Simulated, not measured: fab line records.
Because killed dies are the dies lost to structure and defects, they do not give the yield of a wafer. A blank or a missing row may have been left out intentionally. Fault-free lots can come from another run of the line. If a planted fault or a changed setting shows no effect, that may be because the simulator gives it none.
Which tool is to blame?    flow n5Finfet    10 lots with 29 wafers sampled at 6 steps, on a route of 1938 steps

== WHAT THE GAUGES READ, wafer by wafer ==
N5_ZERO_LAYER_CD_MEAS_11: target cd 2000 nm. Usual: cdNm 2000.6 nm, standard deviation 1.4.
lot   measured     on        cdNm (nm)             flag
L368  day 2 00:46  cdSem-02  2001.4 2002.1 2001.9  
L370  day 2 12:46  cdSem-03  1999.4 1999.9 1998.0  
L371  day 2 18:47  cdSem-03  1999.7 2000.0 2002.1  
L372  day 3 00:46  cdSem-03  1999.8 2000.9 2001.8  
L374  day 3 12:38  cdSem-02  2005.0 2004.7         OFF
L381  day 5 06:44  cdSem-01  2000.5 1999.3 2000.9  
L382  day 5 12:40  cdSem-02  2000.2 2001.8 2002.9  
L387  day 6 18:46  cdSem-02  1997.9 1998.5 1997.6  
L388  day 7 00:58  cdSem-02  2001.2 2002.7 2001.9  
L389  day 7 06:40  cdSem-01  2000.9 2000.4 2000.9  

N5_WELL_APT_INSPECT_10: inspects for defects (macro). Usual: rawDefectCount 2.1, standard deviation 1.5.
lot   measured     on                rawDefectCount  flag
L368  day 2 01:49  defectInspect-01  0 4 2           
L370  day 2 13:44  defectInspect-02  0 4 0           
L371  day 2 19:46  defectInspect-01  4 1 2           
L372  day 3 01:52  defectInspect-01  3 0 2           
L374  day 3 13:42  defectInspect-01  1 1             
L381  day 5 07:49  defectInspect-01  2 1 0           
L382  day 5 13:41  defectInspect-02  4 1 2           
L387  day 6 20:01  defectInspect-01  1 3 2           
L388  day 7 02:07  defectInspect-02  1 0 5           
L389  day 7 08:02  defectInspect-02  3 3 1           

N5_BEOL_M4_RC_MEAS_101. Usual: DIBL_N 37.0 mV/V, standard deviation 1.7; DIBL_P 36.7 mV/V, standard deviation 2; IOFF_N 0.17 nA/um, standard deviation 0.035; IOFF_P 0.22 nA/um, standard deviation 0.035; ION_N 672 uA/um, standard deviation 12; ION_P 461 uA/um, standard deviation 7.5; SS_N 71.6 mV/dec, standard deviation 0.67; SS_P 73.4 mV/dec, standard deviation 0.64; VT_N 250 mV, standard deviation 3.5; VT_P -250 mV, standard deviation 3.5.
lot   measured      on         DIBL_N (mV/V)   DIBL_P (mV/V)   IOFF_N (nA/um)  IOFF_P (nA/um)  ION_N (uA/um)  ION_P (uA/um)  SS_N (mV/dec)   SS_P (mV/dec)   VT_N (mV)    VT_P (mV)       flag
L368  day 8 08:05   prober-01  38.7 37.0 35.7  41.7 39.1 36.9  0.22 0.16 0.14  0.27 0.20 0.18  674 664 645    463 454 445    72.6 73.0 72.5  75.0 73.4 73.1  248 254 256  -248 -251 -253  
L370  day 9 00:58   prober-01  37.8 36.9 35.3  36.6 35.6 33.9  0.17 0.15 0.12  0.21 0.19 0.18  675 657 650    459 451 447    71.3 71.4 70.9  73.5 73.4 72.8  247 247 252  -249 -249 -250  
L371  day 9 01:03   prober-02  38.6 39.0 38.8  38.0 38.0 37.8  0.20 0.20 0.20  0.24 0.23 0.22  695 682 674    466 461 451    71.1 72.1 71.9  73.5 74.5 74.3  245 245 247  -251 -250 -252  
L372  day 9 04:19   prober-01  38.4 39.2 39.6  39.0 38.8 39.8  0.19 0.20 0.21  0.27 0.25 0.27  665 668 658    464 449 454    72.2 72.3 72.4  73.6 74.1 74.5  247 249 247  -248 -249 -250  
L374  day 10 00:00  prober-02  38.4 38.6       38.6 38.4       0.21 0.21       0.24 0.25       705 695        469 471        72.5 72.0       73.6 73.5       246 244      -246 -246       
L381  day 11 10:03  prober-02  37.9 37.5 35.4  37.6 37.4 35.6  0.20 0.17 0.14  0.24 0.24 0.21  662 668 665    461 462 464    72.1 71.8 71.1  73.2 73.2 73.1  247 249 251  -247 -250 -249  
L382  day 11 17:05  prober-02  36.5 37.1 41.1  36.5 36.3 40.7  0.17 0.16 0.27  0.24 0.23 0.32  683 679 688    469 467 470    71.2 70.8 72.2  73.5 72.1 74.2  249 248 241  -243 -248 -242  
L387  day 13 14:22  prober-02  36.6 39.4 38.0  36.8 40.1 38.7  0.13 0.18 0.15  0.17 0.21 0.19  658 662 664    447 452 454    71.6 72.6 71.6  73.4 73.8 74.3  256 249 253  -257 -251 -254  
L388  day 14 10:43  prober-02  35.5 36.0 35.8  34.4 35.2 34.2  0.15 0.16 0.14  0.20 0.22 0.20  675 678 664    467 466 461    72.0 71.8 71.2  73.6 73.5 73.1  250 246 251  -250 -249 -252  
L389  day 13 12:05  prober-02  37.0 35.9 39.1  35.8 34.6 38.2  0.15 0.13 0.19  0.21 0.19 0.25  680 658 690    467 460 470    71.1 70.7 72.1  73.7 72.8 73.5  250 251 246  -247 -250 -248  

== TOOL THAT RAN EACH LOT (tool first, then ch and the chambers of the sampled wafers, then the start) ==
lot   N5_ZERO_LAYER_EXPOSE_08          N5_ZERO_LAYER_STRIP_24              N5_FIN_SAQP_ALD_61
L368  krfScanner-02 ch 0, day 2 00:36  plasmaAsher-01 ch 0,1, day 2 01:07  aldSin-04 ch 0,1,2, day 2 09:54
L370  krfScanner-01 ch 0, day 2 12:36  plasmaAsher-02 ch 0,1, day 2 13:02  aldSin-01 ch 0,3, day 2 21:41
L371  krfScanner-02 ch 0, day 2 18:37  plasmaAsher-01 ch 0,1, day 2 19:02  aldSin-01 ch 0,1,2, day 3 03:23
L372  krfScanner-01 ch 0, day 3 00:36  plasmaAsher-02 ch 0,1, day 3 01:01  aldSin-01 ch 0,2,3, day 3 10:05
L374  krfScanner-02 ch 0, day 3 12:28  plasmaAsher-02 ch 0,1, day 3 12:59  aldSin-01 ch 0,3, day 3 19:53
L381  krfScanner-01 ch 0, day 5 06:34  plasmaAsher-01 ch 0,1, day 5 07:05  aldSin-01 ch 0,1,2, day 5 16:17
L382  krfScanner-01 ch 0, day 5 12:29  plasmaAsher-01 ch 0,1, day 5 12:58  aldSin-03 ch 1,2,3, day 5 20:50
L387  krfScanner-01 ch 0, day 6 18:36  plasmaAsher-02 ch 0,1, day 6 19:02  aldSin-01 ch 2,3, day 7 04:47
L388  krfScanner-02 ch 0, day 7 00:48  plasmaAsher-02 ch 0,1, day 7 01:17  aldSin-01 ch 0,3, day 7 09:26
L389  krfScanner-02 ch 0, day 7 06:29  plasmaAsher-01 ch 0,1, day 7 06:56  aldSin-03 ch 1,2, day 7 16:41
- N5_ZERO_LAYER_EXPOSE_08: exposes mask ZERO, defocus 0 nm, target cd 2000 nm.
- N5_ZERO_LAYER_STRIP_24: strips in O2.
- N5_FIN_SAQP_ALD_61: deposits SiO2, target thk 4 nm, pulse time 1 s, purge time 2 s.

== AS READ BY THE TOOLS THEMSELVES (means over the sampled wafers that have a number; for cases with no such wafer, the mark the record gives instead) ==
N5_ZERO_LAYER_STRIP_24. Usual: drypumpMotorCurrentA 5.6 A, standard deviation 0.53; heaterPowerW 327 W, standard deviation 7.6; oesProductAu 0.647 a.u., standard deviation 0.0045; stripTimeToEndpointS 43.86 s, standard deviation 0.082.
lot   tool            drypumpMotorCurrentA (A)  heaterPowerW (W)  oesProductAu (a.u.)  stripTimeToEndpointS (s)  flag
L368  plasmaAsher-01  5.3                       323               0.649                43.76                     
L370  plasmaAsher-02  6.0                       330               0.647                43.72                     
L371  plasmaAsher-01  5.5                       324               0.649                43.85                     
L372  plasmaAsher-02  6.0                       331               0.649                43.90                     
L374  plasmaAsher-02  5.8                       334               0.641                43.88                     
L381  plasmaAsher-01  5.3                       320               0.648                43.80                     
L382  plasmaAsher-01  5.3                       325               0.652                44.00                     
L387  plasmaAsher-02  5.6                       333               0.652                43.81                     
L388  plasmaAsher-02  6.0                       336               0.645                43.82                     
L389  plasmaAsher-01  5.3                       321               0.640                43.75                     

N5_FIN_SAQP_ALD_61. Usual: chamberPressureTorr 2.000 Torr, standard deviation 0.0046; heaterPowerW 464 W, standard deviation 54; precursorPulseHeightRel 1.000, standard deviation 0.019.
lot   tool       chamberPressureTorr (Torr)  heaterPowerW (W)  precursorPulseHeightRel  flag
L368  aldSin-04  2.000                       433               0.977                    
L370  aldSin-01  2.000                       479               0.999                    
L371  aldSin-01  2.000                       466               1.003                    
L372  aldSin-01  1.999                       462               1.011                    
L374  aldSin-01  2.002                       466               0.984                    
L381  aldSin-01  2.000                       457               0.998                    
L382  aldSin-03  2.002                       538               0.997                    
L387  aldSin-01  2.004                       428               0.993                    
L388  aldSin-01  1.997                       484               1.004                    
L389  aldSin-03  2.000                       579               1.003                    

== THE ANSWER, worked out from the rows above alone ==
Rule: a lot is off if the mean of its wafers that have a number lies more than 3 standard deviations from the usual mean. A lot without any number at a reading at which 4 lots or more have one is off too. All remaining lots with rows at the step are treated as sound. After the gauges, taken in route order, come the tools' own readings; for these a lot's mean is taken, as printed above. The first step at which some lot is off is used, and at that step the reading that is off furthest; a lot without a number counts as furthest.
Off, at N5_ZERO_LAYER_CD_MEAS_11 on cdNm: L374.
A tool fits if, at a process step before that reading, it ran every lot that is off, and no sound lot after the first of them. The gauges at N5_ZERO_LAYER_CD_MEAS_11 are tried like those tools. No candidate that was tried fits.

== WHAT THE SIMULATOR HAD PUT IN ==
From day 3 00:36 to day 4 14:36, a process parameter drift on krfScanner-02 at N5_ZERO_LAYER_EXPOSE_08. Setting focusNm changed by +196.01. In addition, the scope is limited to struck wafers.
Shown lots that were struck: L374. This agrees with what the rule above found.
